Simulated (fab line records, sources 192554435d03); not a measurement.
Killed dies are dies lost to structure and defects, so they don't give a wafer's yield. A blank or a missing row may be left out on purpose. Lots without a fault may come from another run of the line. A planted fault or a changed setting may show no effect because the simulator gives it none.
fab line records | flow n5_finfet
record lots=21 wafers=63 last_day=17
route steps=1938 shown BEOL_M3@1010 BEOL_M4@1044
lots that met no fault: from a run of the same line without faults
start_h: hours from the record's first day to the start of the lot's first wafer shown | wait_h: hours since the lot's step before | " the same as in the row above | L1.1+2: a row that stands for several wafers | - no value, or no start given | * or withheld: withheld | < > ~ a bound
route shown NAME@n: a module of which the file shows steps, and the number in the route of the first | usual: mean/standard deviation of fault-free wafers | same: alike in all rows | chamber/n: place in a boat | sites: the reading at each site | _std_site: their standard deviation | _edge_site: outer sites' mean less inner sites' | radius_mm: how far each site lies from the wafer's centre | mask NAME#n: copy n | behind: the tool/chamber that last shaped the wafer | hold: why the lot was held/for how many hours/how that ended | device: the transistor (n, p or np) that didn't switch | end of line: the same wafers' tests at the end of the route | a step without rows: its recipe alone | killed: dies lost to structure and defects at the first sort, not the wafer's yield | map: a wafer's dies, x killed, . not, _ none there
set.NAME: the setting as run; set.NAME@STEP: as run at that earlier step | model.NAME: the simulator's own value behind a step, which no gauge read
steps of the route over a sample of lots; a table a step, a row a wafer
services: from which hour (start_h, from the record's first day; less than 0 if before it) a tool's chamber was out of use, for how many hours, and why
## steps
# step N5_BEOL_M3_SPUTTER_96
# recipe material=Cu target_thk_a=45 temp_c=-20 chamber_pressure_pa=0.07 power_w=withheld time_s=8.29
# usual throttle_valve_pct=30.1/0.63
# columns lot.wafer tool chamber start_h wait_h throttle_valve_pct
L074.2 pvd_sputter-02 - 162.52 0.1 29.3
L074.3 " - " " 29.8
L074.5 " - " " 30.9
L076.1 pvd_sputter-03 - 168.13 0.1 30.6
L076.2 " - " " 28.7
L076.5 " - " " 30.8
L075.2 pvd_sputter-03 - 169.97 0.1 30.7
L075.3 " - " " 30.1
L075.4 " - " " 30.4
L077.1 pvd_sputter-02 - 177.30 0.1 30.1
L077.2 " - " " 30.1
L077.3 " - " " 30.7
L078.2 pvd_sputter-02 - 179.14 0.1 30.3
L078.3 " - " " 30.2
L078.6 " - " " 30.8
L079.1 pvd_sputter-01 - 188.39 0.1 29.8
L079.4 " - " " 30.4
L079.5 " - " " 30.0
L080.2 pvd_sputter-02 - 193.61 0.1 30.3
L080.3 " - " " 29.2
L080.6 " - " " 30.9
L081.1 pvd_sputter-02 - 208.94 0.1 30.3
L081.3 " - " " 29.2
L081.6 " - " " 30.1
L083.1 pvd_sputter-01 - 209.38 0.1 29.5
L083.2 " - " " 30.4
L083.6 " - " " 29.2
L082.2 pvd_sputter-02 - 210.78 0.1 30.2
L082.3 " - " " 30.7
L082.5 " - " " 30.4
L084.2 pvd_sputter-02 - 216.58 0.1 30.9
L084.3 " - " " 30.0
L084.6 " - " " 30.8
L085.1 pvd_sputter-01 - 220.72 0.1 30.4
L085.2 " - " " 30.5
L085.3 " - " " 29.7
L088.1 pvd_sputter-03 - 235.59 0.1 28.9
L088.4 " - " " 30.1
L088.5 " - " " 30.7
L087.3 pvd_sputter-03 - 242.89 0.1 28.7
L087.4 " - " " 30.9
L087.5 " - " " 28.6
L091.2 pvd_sputter-01 - 245.35 0.1 29.6
L091.3 " - " " 30.4
L091.6 " - " " 30.5
L090.3 pvd_sputter-03 - 248.33 0.1 30.6
L090.4 " - " " 28.6
L090.5 " - " " 28.6
L089.1 pvd_sputter-03 - 250.17 0.1 28.7
L089.2 " - " " 30.8
L089.6 " - " " 30.0
L092.1 pvd_sputter-02 - 258.02 0.1 31.1
L092.2 " - " " 30.2
L092.5 " - " " 30.1
L093.1 pvd_sputter-01 - 270.32 0.1 30.7
L093.2 " - " " 29.8
L093.5 " - " " 31.0
L094.1 pvd_sputter-01 - 278.36 0.1 30.6
L094.2 " - " " 30.0
L094.4 " - " " 29.6
L096.2 pvd_sputter-02 - 301.11 0.1 29.3
L096.5 " - " " 29.9
L096.6 " - " " 29.1
# step N5_BEOL_M4_HM_OPEN_17
# recipe chemistry=Cl2/BCl3 target_depth_a=200 overetch_a=60 target=TiN mask_material=SOC ion_energy_ev=150 pressure_mtorr=10 icp_w=1000 bias_w=126 Cl2_flow_sccm=53.25 bcl3_flow_sccm=21.75 Ar_flow_sccm=25
# usual chamber_pressure_mTorr=10.000/0.009 drypump_motor_current_A=5.69/0.22 oes_product_au=0.64/0.12 throttle_valve_pct=22.0/0.32
# columns lot.wafer tool chamber start_h wait_h chamber_pressure_mTorr drypump_motor_current_A oes_product_au rf_hours_counter_h throttle_valve_pct
L074.2 rie_metal-02 0 164.94 0.0 9.991 5.88 0.79 7 21.5
L074.3 " 0 " " 9.995 5.84 0.79 - 21.4
L074.5 " 1 " " 9.999 5.52 0.52 - 22.4
L076.1 rie_metal-02 0 171.31 0.0 10.005 5.90 0.79 7 21.4
L076.2 " 1 " " 9.999 5.53 0.52 130 22.4
L076.5 " 0 " " 10.000 5.91 0.79 - 21.5
L075.2 rie_metal-02 1 172.67 0.0 9.987 5.50 0.52 130 22.4
L075.3 " 1 " " 10.002 5.51 0.52 - 22.4
L075.4 " 0 " " 10.002 5.89 0.79 - 21.4
L077.1 rie_metal-03 0 180.03 0.0 10.002 5.65 0.57 101 22.1
L077.2 " 1 " " 9.996 5.58 0.57 103 22.2
L077.3 " 0 " " 9.991 5.62 0.56 - 22.1
L078.2 rie_metal-02 1 182.69 0.0 10.005 5.51 0.52 132 22.4
L078.3 " 1 " " 10.013 5.52 0.52 - 22.4
L078.6 " 0 " " 9.997 5.86 0.79 - 21.5
L079.1 rie_metal-02 0 190.73 0.2 10.001 5.87 0.78 10 21.4
L079.4 " 1 " " 10.000 5.50 0.52 - 22.4
L079.5 " 0 " " 9.972 5.88 0.78 - 21.5
L080.2 rie_metal-01 1 196.97 0.0 10.002 5.53 0.78 5 22.5
L080.3 " 0 " " 9.975 6.56 0.52 - 22.3
L080.6 " 0 " " 9.996 6.55 0.51 - 22.3
L081.1 rie_metal-03 0 211.82 0.0 9.998 5.64 0.56 104 22.1
L081.3 " 0 " " 9.981 5.64 0.56 - 22.1
L081.6 " 1 " " 10.007 5.60 0.56 - 22.2
L083.1 rie_metal-01 0 213.79 0.0 10.008 6.53 0.51 132 22.3
L083.2 " 1 " " 10.010 5.53 0.78 6 22.4
L083.6 " 0 " " 10.009 6.47 0.51 - 22.2
L082.2 rie_metal-02 1 214.06 0.0 9.999 5.54 0.86 0 22.0
L082.3 " 0 " " 10.001 5.90 0.76 - 21.5
L082.5 " 0 " " 10.008 5.85 0.76 - 21.4
L084.2 rie_metal-02 1 220.55 0.0 9.988 5.54 0.84 1 21.9
L084.3 " 1 " " 9.993 5.55 0.83 - 22.0
L084.6 " 0 " " 10.009 5.88 0.76 - 21.5
L085.1 rie_metal-03 0 225.00 0.0 10.007 5.63 0.56 105 22.1
L085.2 " 1 " " 10.007 5.61 0.57 107 22.2
L085.3 " 0 " " 9.997 5.63 0.56 - 22.1
L088.1 rie_metal-02 0 238.67 0.0 10.019 5.85 0.74 16 21.5
L088.4 " 0 " " 10.007 5.91 0.75 - 21.5
L088.5 " 0 " " 9.989 5.86 0.74 - 21.5
L087.3 rie_metal-03 1 246.72 0.1 10.002 5.55 0.55 - 22.2
L087.4 " 0 " " 9.997 5.64 0.55 - 22.1
L087.5 " 1 " " 10.003 5.59 0.56 - 22.2
L091.2 rie_metal-03 0 248.26 0.2 10.010 5.65 0.55 108 22.1
L091.3 " 0 " " 10.003 5.67 0.56 - 22.1
L091.6 " 0 " " 10.010 5.65 0.56 - 22.1
L090.3 rie_metal-02 0 251.23 0.1 9.987 5.90 0.75 - 21.5
L090.4 " 1 " " 9.994 5.52 0.82 - 22.0
L090.5 " 0 " " 10.004 5.92 0.75 - 21.4
L089.1 rie_metal-02 0 252.58 0.0 9.998 5.88 0.74 17 21.5
L089.2 " 1 " " 10.003 5.54 0.80 3 22.0
L089.6 " 0 " " 10.002 5.89 0.74 - 21.5
L092.1 rie_metal-03 1 260.30 0.0 10.005 5.60 0.55 111 22.2
L092.2 " 0 " " 9.990 5.64 0.56 109 22.1
L092.5 " 0 " " 10.005 5.65 0.55 - 22.1
L093.1 rie_metal-03 1 272.95 0.0 10.003 5.60 0.54 112 22.2
L093.2 " 0 " " 10.005 5.64 0.54 110 22.1
L093.5 " 1 " " 10.000 5.58 0.55 - 22.2
L094.1 rie_metal-03 0 282.93 0.0 10.005 5.65 0.55 111 22.1
L094.2 " 1 " " 10.002 5.59 0.54 113 22.2
L094.4 " 0 " " 10.002 5.65 0.55 - 22.1
L096.2 rie_metal-03 0 303.74 0.1 10.014 5.61 0.56 - 22.1
L096.5 " 0 " " 9.996 5.66 0.55 - 22.1
L096.6 " 0 " " 10.010 5.65 0.54 - 22.1
# step N5_BEOL_M4_STRIP_19
# recipe chemistry=O2 power_w=400 temp_c=40 pressure_mtorr=30 rf_frequency_hz=6e+07 bias_power_w=0 overash_fraction=0.2 o2_flow_sccm=225
# usual chamber_pressure_mTorr=29.998/0.025 drypump_motor_current_A=5.62/0.27 oes_product_au=0.74/0.079 rf_vpp_V=3.6/0.45 showerhead_plenum_p_Torr=2.10/0.07 throttle_valve_pct=16.78/0.27
# columns lot.wafer tool chamber start_h wait_h chamber_pressure_mTorr drypump_motor_current_A oes_product_au rf_hours_counter_h rf_vpp_V showerhead_plenum_p_Torr throttle_valve_pct
L074.2 rie_diel-02 1 165.05 0.1 30.001 5.85 0.72 208 4.3 2.16 16.91
L074.3 " 2 " " 29.977 5.40 0.72 220 3.9 2.05 16.57
L074.5 " 0 " " 29.962 5.63 0.68 - 3.5 2.09 16.72
L076.1 rie_diel-02 3 171.42 0.1 30.040 5.56 0.73 207 4.8 2.08 17.16
L076.2 " 0 " " 29.994 5.54 0.69 214 2.9 2.09 16.71
L076.5 " 3 " " 30.001 5.57 0.73 - 3.4 2.08 17.15
L075.2 rie_diel-06 1 172.97 0.3 29.973 5.37 0.73 202 3.5 2.09 17.03
L075.3 " 0 " " 30.007 5.80 0.73 174 3.4 2.17 16.78
L075.4 " 1 " " 29.972 5.44 0.73 - 3.5 2.09 17.06
L077.1 rie_diel-02 2 180.19 0.1 30.033 5.43 0.71 226 2.9 2.05 16.59
L077.2 " 1 " " 29.991 5.86 0.72 213 3.4 2.16 16.92
L077.3 " 3 " " 29.981 5.57 0.72 211 4.7 2.08 17.17
L078.2 rie_diel-06 3 182.80 0.1 29.993 5.23 0.75 169 4.3 2.00 16.48
L078.3 " 0 " " 29.984 5.80 0.73 179 3.3 2.17 16.78
L078.6 " 3 " " 29.963 5.22 0.75 - 2.8 2.00 16.47
L079.1 rie_diel-03 2 190.84 0.1 29.973 6.11 0.70 225 3.7 2.07 16.57
L079.4 " 0 " " 29.977 5.55 0.77 152 3.7 1.99 16.65
L079.5 " 0 " " 30.003 5.53 0.77 - 3.5 2.00 16.65
L080.2 rie_diel-02 0 197.09 0.1 30.002 5.62 0.69 222 3.2 2.09 16.73
L080.3 " 3 " " 29.991 5.58 0.73 214 3.3 2.07 17.18
L080.6 " 3 " " 29.959 5.58 0.73 - 3.8 2.08 17.17
L081.1 rie_diel-06 3 211.93 0.1 29.953 5.22 0.74 179 3.7 2.00 16.49
L081.3 " 0 " " 30.020 5.82 0.72 190 3.8 2.17 16.81
L081.6 " 3 " " 30.020 5.22 0.75 - 4.9 2.00 16.50
L083.1 rie_diel-03 3 214.02 0.2 30.009 5.93 0.85 63 3.2 2.24 16.67
L083.2 " 2 " " 29.986 6.08 0.69 234 3.8 2.06 16.58
L083.6 " 1 " " 29.986 5.31 0.69 - 4.3 2.16 16.71
L082.2 rie_diel-06 1 214.17 0.1 30.016 5.45 0.72 219 3.5 2.08 17.07
L082.3 " 0 " " 29.963 5.80 0.72 191 3.5 2.17 16.81
L082.5 " 0 " " 29.970 5.80 0.72 - 3.3 2.17 16.81
L084.2 rie_diel-03 0 220.92 0.3 30.007 5.56 0.77 163 3.7 1.99 16.67
L084.3 " 3 " " 30.030 5.91 0.84 66 3.3 2.24 16.66
L084.6 " 1 " " 29.985 5.26 0.69 - 3.2 2.16 16.69
L085.1 rie_diel-02 0 225.46 0.4 30.011 5.57 0.68 233 3.5 2.08 16.75
L085.2 " 2 " " 29.987 5.39 0.71 243 3.6 2.05 16.61
L085.3 " 3 " " 30.010 5.57 0.72 225 4.0 2.07 17.20
L088.1 rie_diel-03 2 238.78 0.1 29.999 6.09 0.68 244 3.8 2.06 16.59
L088.4 " 3 " " 30.000 5.91 0.84 71 3.9 2.24 16.69
L088.5 " 3 " " 30.043 5.91 0.84 - 3.1 2.24 16.70
L087.3 rie_diel-03 3 246.80 0.1 30.024 5.91 0.82 73 3.5 2.24 16.69
L087.4 " 0 " " 30.006 5.57 0.75 173 3.6 1.99 16.69
L087.5 " 3 " " 29.968 5.92 0.83 - 3.1 2.24 16.69
L091.2 rie_diel-02 1 248.37 0.1 30.017 5.86 0.70 232 3.6 2.16 16.95
L091.3 " 3 " " 30.007 5.56 0.71 233 3.6 2.07 17.22
L091.6 " 1 " " 30.022 5.87 0.70 - 3.5 2.16 16.95
L090.3 rie_diel-03 1 251.33 0.1 29.999 5.30 0.68 216 3.9 2.16 16.72
L090.4 " 0 " " 29.988 5.54 0.75 175 4.1 1.99 16.68
L090.5 " 2 " " 30.026 6.09 0.68 - 3.5 2.06 16.60
L089.1 rie_diel-02 1 252.69 0.1 29.983 5.86 0.71 235 3.6 2.15 16.94
L089.2 " 3 " " 30.004 5.55 0.71 236 3.7 2.07 17.20
L089.6 " 0 " " 29.963 5.58 0.67 - 4.3 2.08 16.77
L092.1 rie_diel-06 0 260.41 0.1 29.976 5.80 0.71 206 2.9 2.16 16.84
L092.2 " 3 " " 29.994 5.20 0.72 196 3.8 2.00 16.53
L092.5 " 2 " " 29.990 6.27 0.90 - 4.2 2.22 16.43
L093.1 rie_diel-02 3 273.06 0.1 30.052 5.57 0.71 243 3.2 2.06 17.25
L093.2 " 0 " " 29.940 5.61 0.66 248 3.4 2.08 16.76
L093.5 " 1 " " 29.980 5.88 0.70 - 4.2 2.15 16.97
L094.1 rie_diel-06 0 283.04 0.1 29.959 5.79 0.70 214 3.5 2.16 16.85
L094.2 " 3 " " 29.994 5.22 0.73 204 3.6 1.99 16.55
L094.4 " 0 " " 29.992 5.80 0.70 - 3.7 2.16 16.85
L096.2 rie_diel-02 2 303.93 0.2 29.997 5.36 0.96 15 3.7 2.04 16.18
L096.5 " 1 " " 30.011 5.87 0.69 - 3.4 2.15 17.01
L096.6 " 2 " " 30.012 5.42 0.96 - 4.2 2.04 16.18
# step N5_BEOL_M4_INSPECT_30
# recipe mode=adi inspect_instrument=brightfield
# usual raw_defect_count=418/100
# columns lot.wafer tool chamber start_h wait_h raw_defect_count
L074.2 defect_inspect-01 - 165.54 0.0 392
L074.3 " - " " 645
L074.5 " - " " 351
L076.1 defect_inspect-01 - 172.02 0.1 476
L076.2 " - " " 625
L076.5 " - " " 436
L075.2 defect_inspect-01 - 173.57 0.0 307
L075.3 " - " " 250
L075.4 " - " " 280
L077.1 defect_inspect-02 - 180.80 0.1 626
L077.2 " - " " 449
L077.3 " - " " 369
L078.2 defect_inspect-02 - 183.41 0.0 505
L078.3 " - " " 498
L078.6 " - " " 465
L079.1 defect_inspect-02 - 191.44 0.1 254
L079.4 " - " " 261
L079.5 " - " " 277
L080.2 defect_inspect-01 - 197.69 0.0 362
L080.3 " - " " 348
L080.6 " - " " 367
L081.1 defect_inspect-02 - 212.41 0.1 466
L081.3 " - " " 418
L081.6 " - " " 429
L083.1 defect_inspect-02 - 214.62 0.1 386
L083.2 " - " " 469
L083.6 " - " " 413
L082.2 defect_inspect-02 - 219.28 0.0 535
L082.3 " - " " 489
L082.5 " - " " 589
L084.2 defect_inspect-02 - 221.40 0.0 574
L084.3 " - " " 483
L084.6 " - " " 493
L085.1 defect_inspect-02 - 225.94 0.1 335
L085.2 " - " " 321
L085.3 " - " " 269
L088.1 defect_inspect-02 - 239.26 0.1 497
L088.4 " - " " 520
L088.5 " - " " 630
L087.3 defect_inspect-02 - 247.28 0.0 352
L087.4 " - " " 532
L087.5 " - " " 481
L091.2 defect_inspect-02 - 248.85 0.0 334
L091.3 " - " " 337
L091.6 " - " " 307
L090.3 defect_inspect-02 - 251.81 0.0 287
L090.4 " - " " 334
L090.5 " - " " 386
L089.1 defect_inspect-02 - 253.16 0.1 357
L089.2 " - " " 426
L089.6 " - " " 398
L092.1 defect_inspect-02 - 261.02 0.1 606
L092.2 " - " " 533
L092.5 " - " " 463
L093.1 defect_inspect-02 - 273.53 0.1 472
L093.2 " - " " 414
L093.5 " - " " 468
L094.1 defect_inspect-02 - 283.51 0.1 455
L094.2 " - " " 656
L094.4 " - " " 416
L096.2 defect_inspect-02 - 304.53 0.0 310
L096.5 " - " " 485
L096.6 " - " " 259
# step N5_BEOL_M4_DESCUM_33
# recipe chemistry=O2 time_s=7 source_power_w=50 bias_power_w=20 pressure_mtorr=20 rf_frequency_hz=2.712e+07 temp_c=40 resist=CAR-EUV o2_flow_sccm=225
# usual chamber_pressure_mTorr=20.001/0.019 drypump_motor_current_A=5.64/0.3 oes_product_au=0.75/0.082 rf_vpp_V=243.3/1.3 showerhead_plenum_p_Torr=2.10/0.076 throttle_valve_pct=20.48/0.26
# columns lot.wafer tool chamber start_h wait_h chamber_pressure_mTorr drypump_motor_current_A oes_product_au rf_hours_counter_h rf_vpp_V showerhead_plenum_p_Torr throttle_valve_pct
L074.2 rie_diel-02 0 165.57 0.0 19.998 5.58 0.69 212 244.4 2.09 20.42
L074.3 " 2 " " 20.003 5.39 0.73 220 242.3 2.05 20.24
L074.5 " 0 " " 20.002 5.56 0.70 - 243.5 2.09 20.41
L076.1 rie_diel-02 1 172.05 0.0 20.048 5.88 0.72 211 243.2 2.16 20.66
L076.2 " 3 " " 19.987 5.56 0.74 207 242.3 2.07 20.89
L076.5 " 3 " " 19.942 5.56 0.73 - 243.8 2.07 20.88
L075.2 rie_diel-03 2 173.61 0.0 20.018 6.13 0.70 219 243.0 2.06 20.24
L075.3 " 3 " " 20.021 5.90 0.87 50 247.0 2.24 20.45
L075.4 " 0 " " 20.025 5.56 0.78 147 243.1 1.99 20.35
L077.1 rie_diel-02 0 180.83 0.0 20.012 5.60 0.68 217 243.0 2.08 20.42
L077.2 " 1 " " 20.010 5.87 0.71 214 244.6 2.16 20.65
L077.3 " 2 " " 20.019 5.40 0.72 226 242.4 2.05 20.26
L078.2 rie_diel-03 1 183.44 0.0 20.017 5.31 0.70 189 244.9 2.16 20.42
L078.3 " 2 " " 20.037 6.15 0.70 222 243.8 2.06 20.23
L078.6 " 0 " " 20.018 5.56 0.77 - 241.9 1.99 20.35
L079.1 rie_diel-06 1 191.47 0.0 19.965 5.42 0.72 212 242.5 2.08 20.83
L079.4 " 3 " " 19.993 5.22 0.75 174 241.9 2.00 20.20
L079.5 " 2 " " 20.019 6.27 1.00 - 246.4 2.23 20.12
L080.2 rie_diel-03 1 197.90 0.2 19.983 5.29 0.70 196 244.3 2.16 20.42
L080.3 " 2 " " 19.993 6.10 0.70 228 242.9 2.06 20.26
L080.6 " 1 " " 20.024 5.31 0.70 - 243.9 2.16 20.43
L081.1 rie_diel-06 3 212.44 0.0 19.996 5.25 0.74 179 241.5 2.00 20.23
L081.3 " 2 " " 20.023 6.27 0.96 6 245.6 2.22 20.15
L081.6 " 1 " " 20.040 5.42 0.72 - 244.5 2.08 20.85
L083.1 rie_diel-02 3 214.65 0.0 20.010 5.55 0.72 220 243.3 2.07 20.91
L083.2 " 0 " " 19.972 5.59 0.68 228 242.6 2.08 20.43
L083.6 " 1 " " 20.021 5.88 0.70 - 244.0 2.15 20.67
L082.2 rie_diel-06 3 219.48 0.2 20.017 5.21 0.74 181 242.4 2.00 20.21
L082.3 " 0 " " 19.986 5.81 0.72 192 245.8 2.16 20.55
L082.5 " 1 " " 20.027 5.42 0.72 - 242.8 2.08 20.85
L084.2 rie_diel-02 0 221.43 0.0 19.989 5.60 0.68 231 242.4 2.08 20.45
L084.3 " 2 " " 20.008 5.39 0.71 241 241.8 2.04 20.26
L084.6 " 2 " " 20.004 5.38 0.71 - 243.1 2.04 20.29
L085.1 rie_diel-03 1 226.10 0.2 20.024 5.30 0.69 208 244.9 2.15 20.45
L085.2 " 0 " " 20.036 5.55 0.76 166 241.6 1.99 20.37
L085.3 " 2 " " 20.015 6.17 0.69 240 245.0 2.06 20.27
L088.1 rie_diel-06 2 239.29 0.0 20.019 6.25 0.94 16 246.5 2.22 20.15
L088.4 " 3 " " 19.981 5.22 0.74 188 241.9 1.99 20.25
L088.5 " 0 " " 20.020 5.80 0.71 - 244.1 2.16 20.57
L087.3 rie_diel-03 2 247.31 0.0 20.047 6.17 0.68 247 243.2 2.05 20.28
L087.4 " 1 " " 19.964 5.26 0.68 215 244.8 2.15 20.45
L087.5 " 3 " " 20.032 5.91 0.83 - 244.8 2.23 20.49
L091.2 rie_diel-03 0 248.88 0.0 19.991 5.55 0.75 174 242.2 1.98 20.38
L091.3 " 3 " " 20.012 5.92 0.84 73 245.9 2.23 20.48
L091.6 " 2 " " 19.984 6.11 0.69 - 244.0 2.05 20.28
L090.3 rie_diel-06 3 252.20 0.4 19.989 5.22 0.73 193 240.9 1.99 20.23
L090.4 " 2 " " 19.983 6.25 0.91 20 245.5 2.22 20.15
L090.5 " 2 " " 19.998 6.26 0.92 - 245.7 2.22 20.16
L089.1 rie_diel-02 1 253.20 0.0 19.993 5.87 0.70 235 243.9 2.15 20.69
L089.2 " 3 " " 19.996 5.56 0.71 236 244.1 2.06 20.93
L089.6 " 3 " " 20.004 5.56 0.71 - 242.8 2.06 20.93
L092.1 rie_diel-03 0 261.05 0.0 20.001 5.51 0.75 179 242.6 1.98 20.38
L092.2 " 1 " " 20.015 5.29 0.68 221 243.0 2.15 20.47
L092.5 " 0 " " 19.984 5.52 0.75 - 242.2 1.98 20.40
L093.1 rie_diel-02 1 273.57 0.0 19.979 5.85 0.70 243 243.7 2.15 20.71
L093.2 " 3 " " 19.999 5.56 0.71 244 241.9 2.06 20.95
L093.5 " 0 " " 20.008 5.57 0.67 - 242.5 2.07 20.46
L094.1 rie_diel-02 2 283.55 0.0 20.026 5.38 0.99 7 242.3 2.04 19.90
L094.2 " 1 " " 20.030 5.84 0.69 247 244.3 2.15 20.70
L094.4 " 3 " " 20.008 5.57 0.70 - 242.3 2.06 20.95
L096.2 rie_diel-02 1 304.56 0.0 19.989 5.88 0.68 256 243.8 2.14 20.72
L096.5 " 2 " " 20.012 5.41 0.97 - 242.7 2.04 19.91
L096.6 " 1 " " 20.006 5.86 0.69 - 243.4 2.14 20.71
# step N5_BEOL_M4_ETCH_41
# recipe chemistry=CH3F/O2 target=SiCN target_depth_a=299 taper_deg=2 time_s=52.5 ion_energy_ev=120 mask_material=TiN pressure_mtorr=30 source_w=395 bias_w=75 Ar_flow_sccm=150 CH3F_flow_sccm=30 O2_flow_sccm=20
# usual chamber_pressure_mTorr=30.003/0.026 drypump_motor_current_A=5.64/0.29 oes_product_au=0.73/0.063 rf_vpp_V=297.5/1.7 showerhead_plenum_p_Torr=2.00/0.067 throttle_valve_pct=16.41/0.22
# columns lot.wafer tool chamber start_h wait_h chamber_pressure_mTorr drypump_motor_current_A oes_product_au rf_hours_counter_h rf_vpp_V showerhead_plenum_p_Torr throttle_valve_pct
L074.2 rie_diel-02 1 - - 30.031 5.84 0.72 210 299.0 2.06 16.53
L074.3 " 0 " " 29.968 5.56 0.69 214 295.8 1.98 16.30
L074.5 " 1 " " 30.020 5.86 0.72 - 298.7 2.06 16.52
L076.1 rie_diel-06 3 - - 30.012 5.23 0.74 165 294.5 1.90 16.09
L076.2 " 0 " " 30.022 5.81 0.74 175 299.3 2.08 16.45
L076.5 " 0 " " 30.021 5.81 0.74 - 299.3 2.08 16.47
L075.2 rie_diel-02 0 - - 29.972 5.58 0.69 217 298.1 1.98 16.31
L075.3 " 2 " " 30.042 5.38 0.72 225 295.9 1.97 16.32
L075.4 " 3 " " 30.018 5.56 0.73 211 297.8 1.98 16.80
L077.1 rie_diel-02 2 - - 29.994 5.38 0.72 226 297.8 1.97 16.34
L077.2 " 1 " " 29.975 5.86 0.73 214 299.4 2.06 16.55
L077.3 " 3 " " 30.008 5.56 0.73 211 297.0 1.98 16.80
L078.2 rie_diel-06 3 - - 30.004 5.22 0.73 172 295.9 1.90 16.10
L078.3 " 0 " " 29.989 5.80 0.73 183 299.5 2.07 16.46
L078.6 " 3 " " 30.012 5.22 0.73 - 293.0 1.90 16.09
L079.1 rie_diel-03 1 - - 30.009 5.26 0.69 196 299.3 2.06 16.32
L079.4 " 3 " " 30.003 5.90 0.85 58 299.6 2.10 16.12
L079.5 " 1 " " 29.984 5.28 0.70 - 298.2 2.06 16.32
L080.2 rie_diel-06 2 - - 29.965 6.27 0.97 3 300.5 2.14 16.13
L080.3 " 1 " " 29.960 5.43 0.72 215 297.4 1.98 16.70
L080.6 " 0 " " 30.030 5.80 0.73 - 298.7 2.07 16.47
L081.1 rie_diel-02 3 - - 30.012 5.56 0.72 220 296.9 1.97 16.81
L081.3 " 0 " " 30.024 5.57 0.67 228 296.9 1.98 16.34
L081.6 " 1 " " 29.996 5.88 0.71 - 300.5 2.05 16.55
L083.1 rie_diel-03 1 - - 29.991 5.27 0.69 203 299.3 2.06 16.33
L083.2 " 3 " " 29.982 5.91 0.84 64 300.4 2.10 16.15
L083.6 " 0 " " 29.971 5.54 0.76 - 295.1 1.91 16.39
L082.2 rie_diel-03 1 - - 29.989 5.26 0.69 206 299.0 2.05 16.34
L082.3 " 2 " " 30.004 6.11 0.69 239 295.3 1.97 16.27
L082.5 " 2 " " 30.035 6.11 0.70 - 295.9 1.97 16.26
L084.2 rie_diel-02 3 - - 30.040 5.57 0.72 225 297.4 1.97 16.82
L084.3 " 0 " " 30.006 5.61 0.67 233 297.1 1.97 16.33
L084.6 " 0 " " 30.020 5.60 0.67 - 297.9 1.97 16.34
L085.1 rie_diel-02 0 - - 30.013 5.66 0.67 238 296.6 1.97 16.35
L085.2 " 3 " " 30.025 5.55 0.72 231 296.3 1.97 16.84
L085.3 " 1 " " 30.004 5.86 0.71 230 299.0 2.05 16.57
L088.1 rie_diel-06 3 - - 30.040 5.21 0.72 190 294.8 1.90 16.12
L088.4 " 1 " " 29.954 5.42 0.71 230 296.3 1.98 16.72
L088.5 " 3 " " 29.995 5.19 0.72 - 294.7 1.90 16.13
L087.3 rie_diel-03 3 - - 30.014 5.92 0.83 74 298.9 2.10 16.14
L087.4 " 2 " " 29.982 6.12 0.69 247 296.7 1.97 16.29
L087.5 " 1 " " 29.964 5.32 0.68 - 297.3 2.05 16.35
L091.2 rie_diel-03 2 - - 30.042 6.11 0.69 248 295.9 1.97 16.27
L091.3 " 3 " " 30.002 5.92 0.83 74 299.7 2.10 16.15
L091.6 " 2 " " 29.983 6.08 0.68 - 295.7 1.97 16.29
L090.3 rie_diel-02 1 - - 30.002 5.88 0.71 - 298.5 2.05 16.58
L090.4 " 3 " " 30.005 5.56 0.72 - 296.6 1.97 16.84
L090.5 " 3 " " 30.013 5.56 0.71 - 295.3 1.97 16.86
L089.1 rie_diel-03 0 - - 29.992 5.55 0.74 179 296.4 1.91 16.41
L089.2 " 1 " " 30.047 5.30 0.68 221 297.9 2.05 16.37
L089.6 " 3 " " 30.016 5.91 0.82 - 299.7 2.09 16.14
L092.1 rie_diel-02 0 - - 30.009 5.62 0.66 250 296.7 1.97 16.36
L092.2 " 1 " " 29.954 5.88 0.69 245 298.6 2.05 16.58
L092.5 " 1 " " 30.010 5.86 0.69 - 299.1 2.04 16.59
L093.1 rie_diel-06 3 - - 30.009 5.25 0.71 202 295.4 1.89 16.15
L093.2 " 0 " " 30.020 5.80 0.71 212 299.6 2.06 16.52
L093.5 " 2 " " 29.984 6.24 0.89 - 299.3 2.13 16.18
L094.1 rie_diel-03 1 - - 29.987 5.29 0.67 231 300.1 2.05 16.38
L094.2 " 0 " " 29.940 5.53 0.74 189 294.8 1.90 16.40
L094.4 " 0 " " 30.014 5.55 0.73 - 296.4 1.90 16.40
L096.2 rie_diel-03 2 - - 30.000 6.10 0.92 5 296.1 1.97 15.85
L096.5 " 0 " " 30.024 5.57 0.74 - 295.4 1.90 16.44
L096.6 " 3 " " 30.019 5.90 0.79 - 300.4 2.09 16.18
## services
# columns tool chamber start_h hours kind
rie_diel-02 1 146.47 3.9 repair
pvd_sputter-01 - 151.43 3.4 repair
rie_diel-06 2 165.55 - clean
rie_diel-06 2 165.55 - consumable_replace:focus_ring
rie_diel-06 2 165.55 - consumable_replace:showerhead
rie_diel-06 2 165.55 25.6 scheduled_down
rie_metal-03 - 168.61 0.6 repair
rie_metal-01 - 179.17 2.1 repair
rie_diel-02 3 185.18 6.4 repair
rie_diel-03 3 225.89 3.9 repair
rie_diel-02 2 241.87 - clean
rie_diel-02 2 241.87 - consumable_replace:focus_ring
rie_diel-02 2 241.87 24.2 scheduled_down
rie_diel-02 2 241.87 24.2 vent_cycle
rie_metal-02 - 243.73 5.6 repair
rie_diel-03 2 256.56 - clean
rie_diel-03 2 256.56 - consumable_replace:focus_ring
rie_diel-03 2 256.56 32.4 scheduled_down
rie_diel-03 2 256.56 32.4 vent_cycle
rie_diel-06 2 279.68 6.7 repair
rie_diel-02 0 290.62 - clean
rie_diel-02 0 290.62 - consumable_replace:focus_ring
rie_diel-02 0 290.62 26.0 scheduled_down
rie_diel-02 0 290.62 26.0 vent_cycle
## key
fault none
